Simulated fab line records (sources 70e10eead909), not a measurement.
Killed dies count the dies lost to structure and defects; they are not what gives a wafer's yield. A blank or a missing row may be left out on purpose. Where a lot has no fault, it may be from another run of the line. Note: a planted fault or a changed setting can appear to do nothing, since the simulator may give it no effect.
Which tool is to blame? + flow nandHarc + 24 lots, 72 wafers sampled, at 6 steps of a route of 1302

== WHAT THE GAUGES SHOWED, per wafer ==
NHARC_P_M0_CD_MEAS_09: target cd 90 nm.
| lot  | measured     | on       | cdNm (nm)      |
|------|--------------|----------|----------------|
| L074 | day 6 09:22  | cdSem-03 | 89.4 90.3 91.0 |
| L076 | day 7 00:31  | cdSem-03 | 90.1 90.1 90.0 |
| L075 | day 7 01:08  | cdSem-01 | 90.4 89.6 90.1 |
| L077 | day 7 07:04  | cdSem-03 | 89.8 90.0 89.5 |
| L078 | day 7 19:39  | cdSem-03 | 90.1 89.3 89.9 |
| L079 | day 8 03:08  | cdSem-01 | 90.0 90.7 90.9 |
| L080 | day 8 10:52  | cdSem-01 | 89.3 89.1 89.8 |
| L081 | day 8 22:10  | cdSem-02 | 89.2 89.7 89.2 |
| L082 | day 9 10:50  | cdSem-02 | 89.5 88.6 89.6 |
| L083 | day 9 17:55  | cdSem-02 | 89.5 89.1 89.4 |
| L084 | day 10 08:05 | cdSem-02 | 89.8 90.7 90.0 |
| L085 | day 10 12:04 | cdSem-03 | 89.5 88.9 89.4 |
| L086 | day 11 01:23 | cdSem-01 | 90.2 89.4 89.1 |
| L087 | day 11 09:59 | cdSem-01 | 89.7 90.3 89.7 |
| L088 | day 12 04:11 | cdSem-01 | 90.0 90.7 90.6 |
| L089 | day 12 04:38 | cdSem-02 | 89.6 90.1 90.0 |
| L090 | day 12 19:04 | cdSem-02 | 91.1 89.4 90.0 |
| L091 | day 12 20:02 | cdSem-03 | 89.4 89.9 90.0 |
| L092 | day 14 04:48 | cdSem-03 | 91.1 90.3 90.9 |
| L093 | day 14 05:11 | cdSem-02 | 89.7 89.6 89.1 |
| L094 | day 14 11:14 | cdSem-03 | 90.2 89.6 89.9 |
| L095 | day 14 23:35 | cdSem-01 | 90.8 91.2 89.9 |
| L096 | day 15 09:12 | cdSem-02 | 89.4 89.3 89.7 |
| L097 | day 15 17:18 | cdSem-02 | 90.0 89.0 89.4 |

NHARC_P_BONDPAD_OVL_MEAS_38.
| lot  | measured     | on         | overlayXNm (nm) | overlayYNm (nm) |
|------|--------------|------------|-----------------|-----------------|
| L074 | day 6 22:07  | overlay-01 | -11 -12 -12     | 3 3 3           |
| L076 | day 7 13:46  | overlay-01 | 7 6 6           | -15 -15 -14     |
| L075 | day 7 14:22  | overlay-01 | 2 2 2           | 8 8 8           |
| L077 | day 7 19:35  | overlay-01 | -1 -1 -1        | -6 -6 -6        |
| L078 | day 8 08:36  | overlay-02 | 6 6 7           | 4 3 3           |
| L079 | day 8 15:56  | overlay-02 | -8 -8 -8        | 9 9 9           |
| L080 | day 8 23:37  | overlay-01 | 12 13 12        | -6 -6 -6        |
| L081 | day 9 10:55  | overlay-02 | 5 5 4           | 8 8 8           |
| L082 | day 9 23:28  | overlay-02 | -2 -2 -3        | -6 -6 -6        |
| L083 | day 10 06:49 | overlay-02 | 5 5 5           | -2 -2 -3        |
| L084 | day 10 21:07 | overlay-01 | -3 -3 -3        | -11 -11 -12     |
| L085 | day 11 01:02 | overlay-02 | 7 6 6           | 2 2 3           |
| L086 | day 11 15:01 | overlay-01 | 2 3 3           | -2 -1 -1        |
| L087 | day 11 22:55 | overlay-01 | -5 -5 -5        | -2 -2 -3        |
| L088 | day 12 16:44 | overlay-02 | -11 -10 -10     | 0 -1 0          |
| L089 | day 12 18:05 | overlay-02 | 9 9 9           | -5 -5 -5        |
| L090 | day 13 07:40 | overlay-02 | -4 -4 -4        | -20 -19 -20     |
| L091 | day 13 08:40 | overlay-02 | -3 -3 -3        | 5 5 5           |
| L092 | day 14 17:40 | overlay-01 | 3 4 4           | 2 2 2           |
| L093 | day 14 18:05 | overlay-02 | -1 -1 -1        | 4 4 4           |
| L094 | day 14 23:46 | overlay-01 | -1 -2 -2        | -11 -11 -10     |
| L095 | day 15 12:23 | overlay-01 | -18 -18 -18     | 10 10 10        |
| L096 | day 15 21:58 | overlay-01 | -2 -2 -1        | 2 2 2           |
| L097 | day 16 06:04 | overlay-01 | -3 -2 -2        | -3 -3 -3        |

== WHAT TOOL EACH LOT RAN ON (gives the tool, then ch and the chambers of the sampled wafers, and finally the start) ==
| lot  | NHARC_P_M0_PRE_CLEAN_29                | NHARC_P_M0_PVD_20                      | NHARC_P_M1_DESCUM_14              | NHARC_P_M2_DEP_33               |
|------|----------------------------------------|----------------------------------------|-----------------------------------|---------------------------------|
| L074 | pvdSputter-03, day 6 13:37 or earlier  | pvdSputter-03, day 6 13:37 or earlier  | rieDiel-07 ch 1,2,3, day 6 13:37  | pecvd-02 ch 0,1,2, day 6 20:32  |
| L076 | pvdSputter-02, day 7 05:01 or earlier  | pvdSputter-02, day 7 05:01 or earlier  | rieDiel-07 ch 0,2, day 7 05:01    | pecvd-02 ch 0,2, day 7 12:02    |
| L075 | pvdSputter-01, day 7 05:49 or earlier  | pvdSputter-01, day 7 05:49 or earlier  | rieDiel-07 ch 0,1,2, day 7 05:49  | pecvd-04 ch 0,2, day 7 12:43    |
| L077 | pvdSputter-03, day 7 11:14 or earlier  | pvdSputter-03, day 7 11:14 or earlier  | rieDiel-09 ch 0,1,2, day 7 11:14  | pecvd-04 ch 0,1,2, day 7 18:07  |
| L078 | pvdSputter-03, day 8 00:00 or earlier  | pvdSputter-03, day 8 00:00 or earlier  | rieDiel-09 ch 0,2,3, day 8 00:00  | pecvd-01 ch 0,1,2, day 8 06:53  |
| L079 | pvdSputter-02, day 8 07:19 or earlier  | pvdSputter-02, day 8 07:19 or earlier  | rieDiel-09 ch 0,1,2, day 8 07:19  | pecvd-02 ch 1,2, day 8 14:13    |
| L080 | pvdSputter-01, day 8 15:00 or earlier  | pvdSputter-01, day 8 15:00 or earlier  | rieDiel-07 ch 0,1, day 8 15:00    | pecvd-04 ch 0,2, day 8 21:56    |
| L081 | pvdSputter-01, day 9 02:34 or earlier  | pvdSputter-01, day 9 02:34 or earlier  | rieDiel-07 ch 0,1, day 9 02:34    | pecvd-01 ch 0,1, day 9 09:21    |
| L082 | pvdSputter-01, day 9 15:07 or earlier  | pvdSputter-01, day 9 15:07 or earlier  | rieDiel-09 ch 1,2,3, day 9 15:07  | pecvd-01 ch 0,2, day 9 21:54    |
| L083 | pvdSputter-01, day 9 22:11 or earlier  | pvdSputter-01, day 9 22:11 or earlier  | rieDiel-07 ch 1,2,3, day 9 22:11  | pecvd-01 ch 0,1,2, day 10 05:06 |
| L084 | pvdSputter-02, day 10 12:27 or earlier | pvdSputter-02, day 10 12:27 or earlier | rieDiel-07 ch 0,2, day 10 12:27   | pecvd-04 ch 1,2, day 10 19:27   |
| L085 | pvdSputter-02, day 10 16:22 or earlier | pvdSputter-02, day 10 16:22 or earlier | rieDiel-07 ch 0,1,2, day 10 16:22 | pecvd-04 ch 0,1, day 10 23:25   |
| L086 | pvdSputter-02, day 11 05:56 or earlier | pvdSputter-02, day 11 05:56 or earlier | rieDiel-07 ch 1,2,3, day 11 05:56 | pecvd-02 ch 0,1,2, day 11 13:20 |
| L087 | pvdSputter-01, day 11 14:18 or earlier | pvdSputter-01, day 11 14:18 or earlier | rieDiel-09 ch 1,3, day 11 14:18   | pecvd-04 ch 0,1,2, day 11 21:13 |
| L088 | pvdSputter-01, day 12 08:25 or earlier | pvdSputter-01, day 12 08:25 or earlier | rieDiel-07 ch 0,2,3, day 12 08:25 | pecvd-01 ch 0,2, day 12 15:14   |
| L089 | pvdSputter-02, day 12 08:55 or earlier | pvdSputter-02, day 12 08:55 or earlier | rieDiel-07 ch 1,2, day 12 08:55   | pecvd-01 ch 0,1, day 12 16:22   |
| L090 | pvdSputter-03, day 12 23:11 or earlier | pvdSputter-03, day 12 23:11 or earlier | rieDiel-07 ch 0,2, day 12 23:11   | pecvd-01 ch 0,2, day 13 06:04   |
| L091 | pvdSputter-01, day 13 00:09 or earlier | pvdSputter-01, day 13 00:09 or earlier | rieDiel-01 ch 1,2, day 13 00:09   | pecvd-02 ch 0,2, day 13 07:10   |
| L092 | pvdSputter-01, day 14 09:02 or earlier | pvdSputter-01, day 14 09:02 or earlier | rieDiel-07 ch 2,3, day 14 09:02   | pecvd-02 ch 0,1,2, day 14 16:05 |
| L093 | pvdSputter-02, day 14 09:35 or earlier | pvdSputter-02, day 14 09:35 or earlier | rieDiel-07 ch 0,1,3, day 14 09:35 | pecvd-02 ch 0,1,2, day 14 16:29 |
| L094 | pvdSputter-01, day 14 15:21 or earlier | pvdSputter-01, day 14 15:21 or earlier | rieDiel-07 ch 0,2,3, day 14 15:21 | pecvd-04 ch 0,1, day 14 22:12   |
| L095 | pvdSputter-03, day 15 03:50 or earlier | pvdSputter-03, day 15 03:50 or earlier | rieDiel-07 ch 2,3, day 15 03:50   | pecvd-04 ch 1,2, day 15 10:53   |
| L096 | pvdSputter-02, day 15 13:24 or earlier | pvdSputter-02, day 15 13:24 or earlier | rieDiel-07 ch 1,2, day 15 13:24   | pecvd-04 ch 0,1,2, day 15 20:16 |
| L097 | pvdSputter-01, day 15 21:25 or earlier | pvdSputter-01, day 15 21:25 or earlier | rieDiel-09 ch 0,2, day 15 21:25   | pecvd-02 ch 1,2, day 16 04:20   |
- NHARC_P_M0_PRE_CLEAN_29: time 30 s.
- NHARC_P_M0_PVD_20: deposits TaN, target thk 5 nm, time 8.06 s.
- NHARC_P_M1_DESCUM_14: chemistry O2, time 3 s.
- NHARC_P_M2_DEP_33: deposits SiCN, target thk 30 nm.

== WHAT THE TOOLS THEMSELVES READ (means of the sampled wafers that have a number; where no wafer has one, the mark that the record gives instead) ==
NHARC_P_M0_PRE_CLEAN_29.
| lot  | tool          | heaterPowerW (W) |
|------|---------------|------------------|
| L074 | pvdSputter-03 | 401              |
| L076 | pvdSputter-02 | 405              |
| L075 | pvdSputter-01 | 373              |
| L077 | pvdSputter-03 | 386              |
| L078 | pvdSputter-03 | 400              |
| L079 | pvdSputter-02 | 405              |
| L080 | pvdSputter-01 | 379              |
| L081 | pvdSputter-01 | 368              |
| L082 | pvdSputter-01 | 381              |
| L083 | pvdSputter-01 | 367              |
| L084 | pvdSputter-02 | 396              |
| L085 | pvdSputter-02 | 394              |
| L086 | pvdSputter-02 | 398              |
| L087 | pvdSputter-01 | 384              |
| L088 | pvdSputter-01 | 369              |
| L089 | pvdSputter-02 | 399              |
| L090 | pvdSputter-03 | 383              |
| L091 | pvdSputter-01 | 385              |
| L092 | pvdSputter-01 | 374              |
| L093 | pvdSputter-02 | 376              |
| L094 | pvdSputter-01 | 383              |
| L095 | pvdSputter-03 | 388              |
| L096 | pvdSputter-02 | 400              |
| L097 | pvdSputter-01 | 383              |

NHARC_P_M0_PVD_20.
| lot  | tool          | throttleValvePct (%) |
|------|---------------|----------------------|
| L074 | pvdSputter-03 | 30.2                 |
| L076 | pvdSputter-02 | 30.2                 |
| L075 | pvdSputter-01 | 29.2                 |
| L077 | pvdSputter-03 | 30.4                 |
| L078 | pvdSputter-03 | 30.0                 |
| L079 | pvdSputter-02 | 30.1                 |
| L080 | pvdSputter-01 | 29.1                 |
| L081 | pvdSputter-01 | 29.2                 |
| L082 | pvdSputter-01 | 29.4                 |
| L083 | pvdSputter-01 | 29.0                 |
| L084 | pvdSputter-02 | 30.4                 |
| L085 | pvdSputter-02 | 29.9                 |
| L086 | pvdSputter-02 | 30.3                 |
| L087 | pvdSputter-01 | 28.9                 |
| L088 | pvdSputter-01 | 29.5                 |
| L089 | pvdSputter-02 | 30.2                 |
| L090 | pvdSputter-03 | 30.4                 |
| L091 | pvdSputter-01 | 30.3                 |
| L092 | pvdSputter-01 | 29.9                 |
| L093 | pvdSputter-02 | 30.2                 |
| L094 | pvdSputter-01 | 29.9                 |
| L095 | pvdSputter-03 | 29.9                 |
| L096 | pvdSputter-02 | 30.3                 |
| L097 | pvdSputter-01 | 29.4                 |

NHARC_P_M1_DESCUM_14.
| lot  | tool       | chamberPressureMTorr (mTorr) | drypumpMotorCurrentA (A) | oesProductAu (a.u.) | rfVppV (V) | showerheadPlenumPTorr (Torr) | throttleValvePct (%) |
|------|------------|------------------------------|--------------------------|---------------------|------------|------------------------------|----------------------|
| L074 | rieDiel-07 | 60.03                        | 5.7                      | 0.992               | 58.5       | 1.90                         | 11.313               |
| L076 | rieDiel-07 | 60.00                        | 5.5                      | 0.996               | 58.2       | 1.92                         | 11.315               |
| L075 | rieDiel-07 | 59.97                        | 5.9                      | 0.997               | 57.0       | 1.90                         | 11.307               |
| L077 | rieDiel-09 | 59.95                        | 6.0                      | 1.008               | 57.9       | 1.90                         | 11.314               |
| L078 | rieDiel-09 | 59.99                        | 5.8                      | 1.006               | 56.7       | 1.85                         | 11.310               |
| L079 | rieDiel-09 | 59.99                        | 6.0                      | 1.003               | 57.7       | 1.90                         | 11.307               |
| L080 | rieDiel-07 | 60.01                        | 5.9                      | 0.992               | 57.7       | 1.88                         | 11.310               |
| L081 | rieDiel-07 | 60.02                        | 6.0                      | 0.991               | 57.8       | 1.88                         | 11.311               |
| L082 | rieDiel-09 | 59.99                        | 6.1                      | 1.001               | 57.5       | 1.86                         | 11.313               |
| L083 | rieDiel-07 | 60.00                        | 5.7                      | 0.990               | 57.0       | 1.89                         | 11.314               |
| L084 | rieDiel-07 | 60.01                        | 5.5                      | 0.992               | 57.5       | 1.91                         | 11.315               |
| L085 | rieDiel-07 | 59.99                        | 5.9                      | 0.998               | 58.1       | 1.90                         | 11.305               |
| L086 | rieDiel-07 | 60.03                        | 5.7                      | 0.987               | 58.3       | 1.89                         | 11.305               |
| L087 | rieDiel-09 | 59.97                        | 5.9                      | 0.995               | 57.0       | 1.87                         | 11.315               |
| L088 | rieDiel-07 | 59.98                        | 5.5                      | 0.993               | 57.3       | 1.89                         | 11.308               |
| L089 | rieDiel-07 | 59.97                        | 6.1                      | 0.989               | 58.0       | 1.90                         | 11.307               |
| L090 | rieDiel-07 | 60.01                        | 5.5                      | 1.000               | 58.7       | 1.91                         | 11.324               |
| L091 | rieDiel-01 | 59.97                        | 5.7                      | 0.999               | 58.0       | 1.87                         | 11.310               |
| L092 | rieDiel-07 | 60.00                        | 5.3                      | 0.994               | 57.7       | 1.88                         | 11.314               |
| L093 | rieDiel-07 | 60.02                        | 5.8                      | 1.000               | 57.2       | 1.87                         | 11.318               |
| L094 | rieDiel-07 | 60.04                        | 5.5                      | 0.993               | 57.2       | 1.89                         | 11.323               |
| L095 | rieDiel-07 | 60.03                        | 5.3                      | 1.006               | 57.9       | 1.88                         | 11.315               |
| L096 | rieDiel-07 | 59.99                        | 6.1                      | 0.988               | 56.8       | 1.90                         | 11.309               |
| L097 | rieDiel-09 | 60.00                        | 6.0                      | 1.006               | 58.1       | 1.85                         | 11.308               |

NHARC_P_M2_DEP_33.
| lot  | tool     | heaterPowerW (W) |
|------|----------|------------------|
| L074 | pecvd-02 | 535              |
| L076 | pecvd-02 | 562              |
| L075 | pecvd-04 | 493              |
| L077 | pecvd-04 | 532              |
| L078 | pecvd-01 | 571              |
| L079 | pecvd-02 | 619              |
| L080 | pecvd-04 | 539              |
| L081 | pecvd-01 | 655              |
| L082 | pecvd-01 | 602              |
| L083 | pecvd-01 | 591              |
| L084 | pecvd-04 | 449              |
| L085 | pecvd-04 | 513              |
| L086 | pecvd-02 | 548              |
| L087 | pecvd-04 | 505              |
| L088 | pecvd-01 | 628              |
| L089 | pecvd-01 | 643              |
| L090 | pecvd-01 | 564              |
| L091 | pecvd-02 | 590              |
| L092 | pecvd-02 | 558              |
| L093 | pecvd-02 | 577              |
| L094 | pecvd-04 | 480              |
| L095 | pecvd-04 | 526              |
| L096 | pecvd-04 | 483              |
| L097 | pecvd-02 | 567              |

== THE ANSWER, worked out from the rows above alone ==
Rule: the lots themselves supply what counts as usual. The widest of any qualifying gaps counts: lots, ordered by their means at a reading, are off when they make up no more than a third of the lots, leave a main group of 4 or more, and stand apart from it by 3 or more times the standard deviation of that group's means. The tables above print the reading to a certain number of digits; a main group whose means all agree to those digits is not used. Also off: a lot with no number at a reading for which 4 or more lots have one. Any other lot the step has rows for is counted as sound. The gauges are gone through in route order, then the tools' own readings, and for those a lot's mean is taken as printed above. At the first step where some lot is off, the reading lying furthest off is the one used; lots without a number count as furthest.
No lot is off on any of the readings shown, so nothing can be concluded from this.

== WHAT HAD BEEN PUT IN BY THE SIMULATOR ==
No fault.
